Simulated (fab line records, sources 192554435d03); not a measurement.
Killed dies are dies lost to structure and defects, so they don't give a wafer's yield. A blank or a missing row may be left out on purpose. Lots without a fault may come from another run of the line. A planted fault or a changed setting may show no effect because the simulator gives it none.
fab line records | flow n5_finfet
record lots=6 wafers=17 last_day=22
route steps=1938 shown PMOS_HMC_CHANNEL_EPI@62 BEOL_M4@1111 PASSIVATION@1936
lots that met no fault: from a run of the same line without faults
start_h: hours from the record's first day to the start of the lot's first wafer shown | wait_h: hours since the lot's step before | " the same as in the row above | L1.1+2: a row that stands for several wafers | - no value, or no start given | * or withheld: withheld | < > ~ a bound
route shown NAME@n: a module of which the file shows steps, and the number in the route of the first | usual: mean/standard deviation of fault-free wafers | same: alike in all rows | chamber/n: place in a boat | sites: the reading at each site | _std_site: their standard deviation | _edge_site: outer sites' mean less inner sites' | radius_mm: how far each site lies from the wafer's centre | mask NAME#n: copy n | behind: the tool/chamber that last shaped the wafer | hold: why the lot was held/for how many hours/how that ended | device: the transistor (n, p or np) that didn't switch | end of line: the same wafers' tests at the end of the route | a step without rows: its recipe alone | killed: dies lost to structure and defects at the first sort, not the wafer's yield | map: a wafer's dies, x killed, . not, _ none there
set.NAME: the setting as run; set.NAME@STEP: as run at that earlier step | model.NAME: the simulator's own value behind a step, which no gauge read
lots at some steps of the route; a table a step, a row a wafer
services: from which hour (start_h, from the record's first day; less than 0 if before it) a tool's chamber was out of use, for how many hours, and why
## steps
# step N5_PMOS_HMC_CHANNEL_EPI_EXPOSE_06
# recipe mask_id=PMOS_HMC_BLK na=1.35 source_shape=conventional sigma_outer=0.8 polarization=unpolarized target_cd_nm=240 dose_mj=41
# step N5_PMOS_HMC_CHANNEL_EPI_PEB_07
# recipe peb_temp_c=110 peb_time_s=60 resist=CAR-ArF-block
# step N5_PMOS_HMC_CHANNEL_EPI_DEVELOP_08
# recipe develop_time_s=30 developer=TMAH resist=CAR-ArF-block dev_temp_c=23 rinse_liquid=diw dry=air_spin
# step N5_PMOS_HMC_CHANNEL_EPI_CD_MEAS_09
# recipe target_cd_nm=237.4 landing_energy_ev=500 detector=se_inlens
# usual cd_nm=237.3/1
# columns lot.wafer tool chamber start_h wait_h cd_nm
L434.1 cd_sem-02 0 41.27 - 237.3
L434.2 " 0 " " 237.0
L434.3 " 0 " " 236.8
L435.2 cd_sem-03 0 47.28 - 239.3
L435.5 " 0 " " 238.8
L435.6 " 0 " " 237.5
L440.1 cd_sem-03 0 77.72 - 236.1
L440.3 " 0 " " 237.1
L444.1 cd_sem-02 0 101.42 - 238.3
L444.3 " 0 " " 236.6
L444.4 " 0 " " 236.4
L449.2 cd_sem-03 0 131.76 - 238.2
L449.3 " 0 " " 239.0
L449.6 " 0 " " 237.8
L450.2 cd_sem-03 0 137.78 - 237.2
L450.3 " 0 " " 236.3
L450.4 " 0 " " 236.6
# step N5_PMOS_HMC_CHANNEL_EPI_OVL_MEAS_10
# recipe points_per_wafer=44
# usual PMOS_HMC_BLK_OVL=0.0/0.6
# columns lot.wafer tool chamber start_h wait_h PMOS_HMC_BLK_OVL[nm]
L434.1 overlay-01 0 41.30 0.0 -0.6
L434.2 " 0 " " 0.1
L434.3 " 0 " " 0.8
L435.2 overlay-01 0 47.30 0.0 1.2
L435.5 " 0 " " 1.7
L435.6 " 0 " " 1.4
L440.1 overlay-02 0 77.75 0.0 -0.2
L440.3 " 0 " " 0.1
L444.1 overlay-02 0 101.45 0.0 -0.5
L444.3 " 0 " " -0.9
L444.4 " 0 " " -1.0
L449.2 overlay-01 0 131.79 0.0 0.6
L449.3 " 0 " " 0.9
L449.6 " 0 " " 0.0
L450.2 overlay-01 0 137.81 0.0 -0.6
L450.3 " 0 " " -0.1
L450.4 " 0 " " -0.3
# step N5_PMOS_HMC_CHANNEL_EPI_INSPECT_11
# recipe mode=adi inspect_instrument=macro
# usual raw_defect_count=2.3/1.5
# columns lot.wafer tool chamber start_h wait_h raw_defect_count
L434.1 defect_inspect-01 - 41.32 0.0 2
L434.2 " - " " 6
L434.3 " - " " 2
L435.2 defect_inspect-02 - 47.33 0.0 2
L435.5 " - " " 2
L435.6 " - " " 3
L440.1 defect_inspect-01 - 77.78 0.0 1
L440.3 " - " " 3
L444.1 defect_inspect-01 - 101.47 0.0 1
L444.3 " - " " 5
L444.4 " - " " 4
L449.2 defect_inspect-02 - 131.81 0.0 1
L449.3 " - " " 4
L449.6 " - " " 2
L450.2 defect_inspect-02 - 137.83 0.0 3
L450.3 " - " " 3
L450.4 " - " " 2
# step N5_PMOS_HMC_CHANNEL_EPI_DESCUM_14
# recipe chemistry=O2 time_s=7.9 source_power_w=50 bias_power_w=20 pressure_mtorr=20 rf_frequency_hz=2.712e+07 temp_c=40 resist=CAR-ArF-block o2_flow_sccm=225
# usual drypump_motor_current_A=5.8/0.39 oes_product_au=0.80/0.092 rf_vpp_V=243.2/1.4 showerhead_plenum_p_Torr=2.09/0.069 throttle_valve_pct=20.42/0.21
# columns lot.wafer tool chamber start_h wait_h drypump_motor_current_A oes_product_au rf_hours_counter_h rf_vpp_V showerhead_plenum_p_Torr throttle_valve_pct
L434.1 rie_diel-03 2 41.41 0.1 5.9 0.92 11 243.6 2.14 20.30
L434.2 " 3 " " 6.1 0.87 55 241.9 2.03 20.12
L434.3 " 1 " " 5.2 0.74 178 244.2 2.17 20.15
L435.2 rie_diel-03 0 47.36 0.0 6.0 1.00 1 243.1 2.07 20.55
L435.5 " 0 " " 6.0 1.00 - 242.4 2.07 20.57
L435.6 " 1 " " 5.2 0.73 - 243.4 2.17 20.19
L440.1 rie_diel-03 2 77.81 0.0 5.9 0.89 21 244.5 2.14 20.30
L440.3 " 0 " " 6.0 0.94 9 243.9 2.07 20.56
L444.1 rie_diel-03 2 101.51 0.0 5.9 0.88 27 245.2 2.13 20.31
L444.3 " 1 " " 5.2 0.71 195 244.0 2.16 20.21
L444.4 " 3 " " 6.2 0.84 70 241.4 2.03 20.16
L449.2 rie_diel-03 2 131.84 0.0 5.9 0.86 38 243.2 2.13 20.30
L449.3 " 0 " " 6.0 0.92 23 242.1 2.06 20.58
L449.6 " 0 " " 6.0 0.91 - 242.4 2.06 20.58
L450.2 rie_diel-01 1 137.86 0.0 5.6 0.71 222 241.7 1.98 20.66
L450.3 " 3 " " 6.1 0.94 14 243.8 2.14 20.26
L450.4 " 2 " " 5.7 0.84 - 244.1 2.13 20.61
# step N5_PMOS_HMC_CHANNEL_EPI_ETCH_32
# recipe chemistry=N2/H2 target=BARC stop_on=SiO2 target_depth_a=858 over_etch_frac=0.3 time_s=50.3 ion_energy_ev=200 mask_material=CAR-ArF-block pressure_mtorr=30 source_w=840 bias_w=150 n2_flow_sccm=200 h2_flow_sccm=200
# step N5_PMOS_HMC_CHANNEL_EPI_HM_OPEN_15
# recipe chemistry=CHF3/O2 target=SiO2 mask_material=CAR-ArF-block target_depth_a=406 CHF3_flow_sccm=50 O2_flow_sccm=5 Ar_flow_sccm=200 time_s=20.3 pressure_mtorr=30 source_w=650 bias_w=170 ion_energy_ev=200
# usual drypump_motor_current_A=5.8/0.39 oes_product_au=0.80/0.092 rf_vpp_V=521/6.1 showerhead_plenum_p_Torr=2.41/0.074 throttle_valve_pct=18.89/0.2
# columns lot.wafer tool chamber start_h wait_h drypump_motor_current_A oes_product_au rf_hours_counter_h rf_vpp_V showerhead_plenum_p_Torr throttle_valve_pct
L434.1 rie_diel-03 2 41.49 0.0 5.9 0.92 11 517 2.47 18.80
L434.2 " 3 " " 6.2 0.86 55 517 2.35 18.64
L434.3 " 1 " " 5.1 0.73 179 532 2.49 18.65
L435.2 rie_diel-03 0 47.44 0.0 6.0 0.99 1 529 2.38 18.93
L435.5 " 0 " " 6.0 0.98 - 529 2.38 18.95
L435.6 " 1 " " 5.2 0.72 - 531 2.49 18.67
L440.1 rie_diel-03 2 77.89 0.0 5.9 0.90 21 516 2.46 18.80
L440.3 " 0 " " 6.0 0.95 9 529 2.37 18.96
L444.1 rie_diel-03 2 101.59 0.0 5.9 0.88 27 518 2.46 18.81
L444.3 " 1 " " 5.2 0.71 195 532 2.49 18.68
L444.4 " 3 " " 6.2 0.84 70 518 2.34 18.66
L449.2 rie_diel-03 2 131.92 0.0 5.9 0.87 38 518 2.46 18.83
L449.3 " 0 " " 6.0 0.90 23 528 2.37 18.96
L449.6 " 0 " " 6.0 0.91 - 529 2.37 18.98
L450.2 rie_diel-01 1 137.94 0.0 5.6 0.73 223 519 2.29 19.14
L450.3 " 3 " " 6.1 0.95 14 514 2.46 18.66
L450.4 " 2 " " 5.7 0.84 - 527 2.44 19.07
# step N5_PMOS_HMC_CHANNEL_EPI_STRIP_33
# recipe chemistry=N2/H2 power_w=500 temp_c=40 pressure_mtorr=50 rf_frequency_hz=6e+07 overash_fraction=0.3 bias_power_w=8 h2_frac=0.5 n2_flow_sccm=300 h2_flow_sccm=300
# usual drypump_motor_current_A=5.9/0.38 oes_product_au=0.80/0.092 rf_vpp_V=54.5/1.6 showerhead_plenum_p_Torr=3.36/0.1 throttle_valve_pct=18.9/0.32
# same overash_fraction=0.3
# columns lot.wafer tool chamber start_h wait_h drypump_motor_current_A oes_product_au rf_hours_counter_h rf_vpp_V showerhead_plenum_p_Torr throttle_valve_pct
L434.1 rie_diel-03 2 41.54 0.0 5.9 0.92 11 53.2 3.44 18.9
L434.2 " 3 " " 6.2 0.87 55 55.7 3.27 18.4
L434.3 " 1 " " 5.2 0.74 179 55.0 3.48 18.8
L435.2 rie_diel-03 0 47.49 0.0 6.0 0.98 1 54.2 3.31 18.8
L435.5 " 0 " " 6.0 0.99 - 53.4 3.31 18.8
L435.6 " 1 " " 5.2 0.75 - 54.1 3.48 18.8
L440.1 rie_diel-03 2 77.94 0.0 5.9 0.88 21 52.3 3.44 18.9
L440.3 " 0 " " 6.0 0.94 9 51.9 3.30 18.8
L444.1 rie_diel-03 2 101.64 0.0 5.9 0.88 27 54.6 3.43 18.9
L444.3 " 1 " " 5.2 0.70 195 54.1 3.47 18.8
L444.4 " 3 " " 6.2 0.84 70 56.3 3.26 18.4
L449.2 rie_diel-03 2 131.98 0.0 5.9 0.86 38 53.8 3.43 18.9
L449.3 " 0 " " 6.0 0.91 23 53.0 3.30 18.8
L449.6 " 0 " " 6.0 0.92 - 55.7 3.30 18.9
L450.2 rie_diel-01 1 138.00 0.0 5.6 0.72 223 54.3 3.19 19.5
L450.3 " 3 " " 6.1 0.93 14 52.2 3.44 18.7
L450.4 " 2 " " 5.7 0.84 - 55.2 3.41 19.2
# step N5_PMOS_HMC_CHANNEL_EPI_STRIP_17
# recipe chemistry=SPM time_s=750 temp_c=130 h2so4_h2o2_vol_ratio=4 dry=ipa_marangoni
# step N5_PMOS_HMC_CHANNEL_EPI_ETCH_38
# recipe chemistry=CF4 target=SiO2 target_depth_a=15 ion_energy_ev=350 pressure_mtorr=10 icp_w=800 bias_w=400 cf4_flow_sccm=80
# usual drypump_motor_current_A=5.7/0.44 oes_product_au=0.999/0.02 throttle_valve_pct=21.63/0.16
# columns lot.wafer tool chamber start_h wait_h drypump_motor_current_A oes_product_au rf_hours_counter_h throttle_valve_pct
L434.1 rie_si-06 1 41.85 0.0 6.1 0.975 49 21.65
L434.2 " 2 " " 6.1 0.978 86 21.36
L434.3 " 0 " " 5.6 0.975 60 21.86
L435.2 rie_si-02 0 47.80 0.0 5.8 1.005 98 21.82
L435.5 " 2 " " 5.9 1.013 - 21.54
L435.6 " 3 " " 4.9 0.999 - 21.72
L440.1 rie_si-02 2 78.25 0.0 5.9 1.026 170 21.54
L440.3 " 0 " " 5.7 1.008 98 21.81
L444.1 rie_si-02 2 101.98 0.0 5.9 1.019 170 21.53
L444.3 " 0 " " 5.8 1.024 99 21.81
L444.4 " 3 " " 4.9 1.008 27 21.72
L449.2 rie_si-06 1 132.28 0.0 6.1 0.990 50 21.65
L449.3 " 2 " " 6.1 0.972 88 21.37
L449.6 " 1 " " 6.1 0.967 - 21.65
L450.2 rie_si-06 0 138.34 0.0 5.6 0.971 61 21.86
L450.3 " 1 " " 6.1 0.980 51 21.67
L450.4 " 3 " " 5.9 0.996 135 21.77
# step N5_PMOS_HMC_CHANNEL_EPI_FIN_RECESS_16
# recipe chemistry=HBr/Cl2 target=Si mask_material=SiO2 target_depth_a=540 time_s=18 pressure_mtorr=10 icp_w=800 bias_w=75 HBr_flow_sccm=150 Cl2_flow_sccm=80
# usual drypump_motor_current_A=5.7/0.44 oes_product_au=1.000/0.018 throttle_valve_pct=35.28/0.23
# columns lot.wafer tool chamber start_h wait_h drypump_motor_current_A oes_product_au rf_hours_counter_h throttle_valve_pct model.etch.depth_nm model.PMOS_HMC_CHANNEL_EPI.feature_depth_nm
L434.1 rie_si-06 1 41.87 0.0 6.1 0.996 49 35.36 53.85 53.85
L434.2 " 2 " " 6.2 0.988 86 34.90 54.77 54.77
L434.3 " 0 " " 5.7 0.986 60 35.62 55.64 55.64
L435.2 rie_si-02 0 47.82 0.0 5.7 1.006 98 35.50 55.27 55.27
L435.5 " 2 " " 5.9 1.014 - 34.99 54.62 54.62
L435.6 " 3 " " 4.9 0.997 - 35.43 54.28 54.28
L440.1 rie_si-02 2 78.27 0.0 5.9 1.007 170 34.98 53.87 53.87
L440.3 " 0 " " 5.7 1.004 98 35.50 51.97 51.97
L444.1 rie_si-02 2 102.00 0.0 6.0 1.014 170 34.99 54.72 54.72
L444.3 " 0 " " 5.8 1.001 99 35.50 52.02 52.02
L444.4 " 3 " " 4.9 1.001 27 35.42 54.9 54.9
L449.2 rie_si-06 1 132.30 0.0 6.1 0.980 50 35.35 52.94 52.94
L449.3 " 2 " " 6.1 0.982 88 34.91 54.31 54.31
L449.6 " 1 " " 6.1 0.978 - 35.37 53.11 53.11
L450.2 rie_si-06 0 138.36 0.0 5.7 0.974 61 35.65 54.21 54.21
L450.3 " 1 " " 6.1 0.982 51 35.34 53.24 53.24
L450.4 " 3 " " 5.9 0.993 135 35.41 52.62 52.62
# step N5_PMOS_HMC_CHANNEL_EPI_PRECLEAN_36
# recipe chemistry=O3/DIW time_s=45 temp_c=22 o3_ppm=10
# step N5_PMOS_HMC_CHANNEL_EPI_PRECLEAN_18
# recipe chemistry=DHF time_s=30 temp_c=25 dilution=withheld
# step N5_PMOS_HMC_CHANNEL_EPI_SRD_19
# recipe dry=ipa_marangoni do_ppb=5 time_s=30 temp_c=23 rinse_liquid=diw
# step N5_PMOS_HMC_CHANNEL_EPI_EPI_20
# recipe material=SiGe30 mask_material=SiO2 pressure_torr=20 target_thk_a=590 temp_c=600
# step N5_PMOS_HMC_CHANNEL_EPI_HM_STRIP_35
# recipe chemistry=dHF temp_c=25 material=SiO2 target=SiO2 target_depth_a=396 time_s=216
# step N5_PMOS_HMC_CHANNEL_EPI_SRD_39
# recipe dry=ipa_marangoni time_s=30 temp_c=23 rinse_liquid=diw
# step N5_PMOS_HMC_CHANNEL_EPI_CMP_21
# recipe material=SiGe30 post_cmp_clean=alkaline_brush target_thk_nm=54
# usual motor_current_A=12.2/1.1 pad_life_wafers=884/500
# columns lot.wafer tool chamber start_h wait_h motor_current_A pad_life_wafers
L434.2 cmp-04 1 43.77 0.0 14.2 720
L434.3 " 3 " " 12.5 722
L434.1 " 0 " " 12.2 723
L435.2 cmp-02 1 49.76 0.1 11.8 331
L435.5 " 0 " " 12.4 -
L435.6 " 1 " " 12.2 -
L440.3 cmp-02 1 80.17 0.0 12.4 630
L440.1 " 3 " " 9.7 632
L444.4 cmp-04 0 103.91 0.0 11.5 1158
L444.1 " 1 " " 13.6 1159
L444.3 " 2 " " 11.6 1160
L449.2 cmp-04 0 133.83 0.0 11.9 1356
L449.3 " 3 " " 13.6 1359
L449.6 " 0 " " 12.0 -
L450.4 cmp-03 3 139.87 0.0 12.4 702
L450.2 " 1 " " 12.4 704
L450.3 " 2 " " 10.6 705
# step N5_PMOS_HMC_CHANNEL_EPI_THK_MEAS_22
# recipe reads=SiGe30_of_PMOS_HMC_CHANNEL_EPI_EPI_20
# usual HMC_CMP_THK=54.1/0.72
# columns lot.wafer tool chamber start_h wait_h HMC_CMP_THK[nm]
L434.1 film_metro-02 - 44.07 - 54.0
L434.2 " - " " 55.0
L434.3 " - " " 55.7
L435.2 film_metro-01 - 50.02 - 55.3
L435.5 " - " " 54.7
L435.6 " - " " 54.4
L440.1 film_metro-02 - 80.47 - 53.9
L440.3 " - " " 52.1
L444.1 film_metro-01 - 104.20 - 54.9
L444.3 " - " " 52.0
L444.4 " - " " 54.8
L449.2 film_metro-01 - 134.13 - 53.0
L449.3 " - " " 54.2
L449.6 " - " " 53.1
L450.2 film_metro-01 - 140.17 - 54.2
L450.3 " - " " 53.2
L450.4 " - " " 52.7
# step N5_PMOS_HMC_CHANNEL_EPI_PRECLEAN_40
# recipe chemistry=DHF time_s=30 temp_c=25 dilution=withheld
# step N5_BEOL_M4_RC_MEAS_101
# usual DIBL_N=36.3/1.1 DIBL_P=36.3/1.4 IOFF_N=0.155/0.019 IOFF_P=0.211/0.027 ION_N=672/8.5 ION_P=462/5.8 SS_N=71.5/0.56 SS_P=73.3/0.52 VT_N=249.9/2.5 VT_P=-249.8/2.8
# columns lot.wafer tool chamber start_h wait_h DIBL_N[mV/V] DIBL_P[mV/V] IOFF_N[nA/um] IOFF_P[nA/um] ION_N[uA/um] ION_P[uA/um] SS_N[mV/dec] SS_P[mV/dec] VT_N[mV] VT_P[mV]
L434.1 prober-01 0 237.91 0.0 37.1 36.9 0.156 0.246 665 468 72.1 73.0 251.7 -246.4
L434.2 " 0 " " 35.8 35.8 0.146 0.231 665 465 71.4 73.2 251.7 -248.9
L434.3 " 0 " " 37.4 37.7 0.176 0.275 678 468 71.2 73.1 249.4 -247.6
L435.2 prober-01 0 250.38 0.2 35.4 35.8 0.146 0.193 664 460 70.9 73.0 250.3 -250.5
L435.5 " 0 " " 34.8 33.5 0.128 0.167 668 461 70.8 72.9 253.6 -251.9
L435.6 " 0 " " 35.6 35.7 0.151 0.195 675 471 71.6 74.0 247.8 -252.7
L440.1 prober-02 0 322.10 0.0 36.6 36.0 0.145 0.200 665 456 70.6 73.8 250.4 -251.5
L440.3 " 0 " " 38.3 37.1 0.163 0.209 676 460 71.0 73.0 247.3 -252.7
L444.1 prober-02 0 354.88 0.0 35.3 34.7 0.149 0.230 675 468 71.3 72.3 248.8 -244.9
L444.3 " 0 " " 34.4 33.5 0.127 0.200 668 464 71.0 73.1 250.5 -246.3
L444.4 " 0 " " 37.8 37.0 0.181 0.268 672 468 72.1 74.3 245.3 -246.3
L450.2 prober-02 0 390.21 0.2 37.2 37.6 0.175 0.237 686 467 71.5 73.8 245.8 -248.3
L450.3 " 0 " " 36.9 37.1 0.168 0.230 677 466 71.7 73.5 245.2 -246.1
L450.4 " 0 " " 36.7 37.0 0.160 0.228 682 471 71.8 73.3 247.4 -247.4
L449.2 prober-02 0 391.49 0.2 35.5 36.1 0.146 0.202 671 463 71.5 72.4 251.1 -248.8
L449.3 " 0 " " 36.0 36.0 0.147 0.205 675 466 70.9 72.3 251.9 -248.4
L449.6 " 0 " " 34.5 34.1 0.123 0.172 663 464 70.9 72.8 253.5 -252.7
# step N5_PASSIVATION_PROBE_49
# usual defect_limited_yield=91.4/1.2 killed_at_M0_to_M3=34/10 killed_at_M4_up=14/5.1 killed_at_contacts=12/6.4 killed_at_front_end=38/9.3 killed_at_other=4/3 killed_dies=102/15 killed_open=67/12 killed_short=33/6.9 sort_bin_5_function=5.0/0.86 sort_bin_6_memory=3.2/0.58 sort_n_pass=1078/15 sort_yield_pct=91.4/1.2
# same gross_dies=1180 killed_at_back_side=0 sort_bin_4_leakage[%]=0 sort_bin_8_speed[%]=0
# columns lot.wafer tool chamber start_h wait_h defect_limited_yield[%] killed_at_M0_to_M3 killed_at_M4_up killed_at_contacts killed_at_front_end killed_at_other killed_dies killed_open killed_short sort_bin_5_function[%] sort_bin_6_memory[%] sort_n_pass sort_yield_pct[%]
L435.2 prober-02 - 349.10 0.1 92.1 50 14 3 23 3 93 60 31 4.1 3.5 1087 92.1
L435.5 prober-02 - 349.25 0.2 93.9 26 7 5 31 3 72 44 21 3.2 2.6 1108 93.9
L435.6 prober-02 - 349.30 0.3 89.6 42 16 17 44 4 123 80 39 6.9 3.1 1057 89.6
# killed by level:class
L435.2 BEOL_M0_SAQP:geometric_particle:short=16 BEOL_M0_SAQP:geometric_particle:open=13 BEOL_M2:geometric_particle:open=7 BEOL_M4:geometric_particle:open=6 STI_FIN_REVEAL:geometric_particle:open=5 DUMMY_GATE:geometric_particle:open=5 BEOL_M3:geometric_particle:open=5 FIN_SAQP:geometric_particle:open=3
L435.5 FIN_SAQP:geometric_particle:short=6 STI_FIN_REVEAL:geometric_particle:open=6 BEOL_M1:geometric_particle:open=6 BEOL_M0_SAQP:geometric_particle:open=5 STARTING-WAFER:geometric_particle:open=5 MOL_CONTACT_COAG:geometric_particle:open=4 DUMMY_GATE:geometric_particle:open=3 BEOL_M0_SAQP:geometric_particle:short=3
L435.6 MOL_CONTACT_COAG:geometric_particle:open=13 BEOL_M4:geometric_particle:open=11 BEOL_M2:geometric_particle:open=10 BEOL_M0_SAQP:geometric_particle:short=9 FIN_SAQP:geometric_particle:open=8 BEOL_M3:geometric_particle:open=7 DUMMY_GATE:geometric_particle:open=7 FIN_SAQP:geometric_particle:short=6
## services
# columns tool chamber start_h hours kind
rie_diel-03 0 29.64 - clean
rie_diel-03 0 29.64 - consumable_replace:focus_ring
rie_diel-03 0 29.64 14.0 scheduled_down
rie_diel-03 0 29.64 14.0 vent_cycle
rie_si-02 2 34.85 9.6 repair
rie_diel-01 1 48.99 5.8 repair
cmp-03 - 56.19 4.0 pm
cmp-03 - 60.19 - consumable_replace:conditioner
cmp-04 - 66.87 3.8 pm
rie_si-02 1 70.28 20.1 repair
rie_diel-01 3 77.62 - clean
rie_diel-01 3 77.62 - consumable_replace:focus_ring
rie_diel-01 3 77.62 17.9 scheduled_down
rie_diel-01 3 77.62 17.9 vent_cycle
rie_diel-03 - 82.64 0.7 repair
rie_si-06 0 89.30 10.1 repair
rie_si-06 3 95.45 8.2 repair
rie_diel-03 3 106.94 1.8 repair
cmp-04 - 116.21 6.9 pm
rie_diel-03 0 125.34 6.0 repair
rie_diel-01 0 128.42 - clean
rie_diel-01 0 128.42 - consumable_replace:focus_ring
rie_diel-01 0 128.42 12.2 scheduled_down
rie_diel-01 0 128.42 12.2 vent_cycle
## key
first_sign step=N5_PMOS_HMC_CHANNEL_EPI_THK_MEAS_22 reading=HMC_CMP_THK direction=down sigmas=2.9 usual=54.1 struck=52.0
effect none on later readings
model_effect step=N5_PMOS_HMC_CHANNEL_EPI_FIN_RECESS_16 value=etch.depth_nm without=54.94 struck=52
met_at N5_PMOS_HMC_CHANNEL_EPI_FIN_RECESS_16
struck_wafers L440.3,L444.3
onset_between 47.82 78.27
fault kind=process_parameter_drift tool=rie_si-02 chamber=- onset_h=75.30 steps=N5_PMOS_HMC_CHANNEL_EPI_FIN_RECESS_16 channel=time_s offset=* shape=step end_h=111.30 scope=struck_wafers_only acts_in=* stated=*
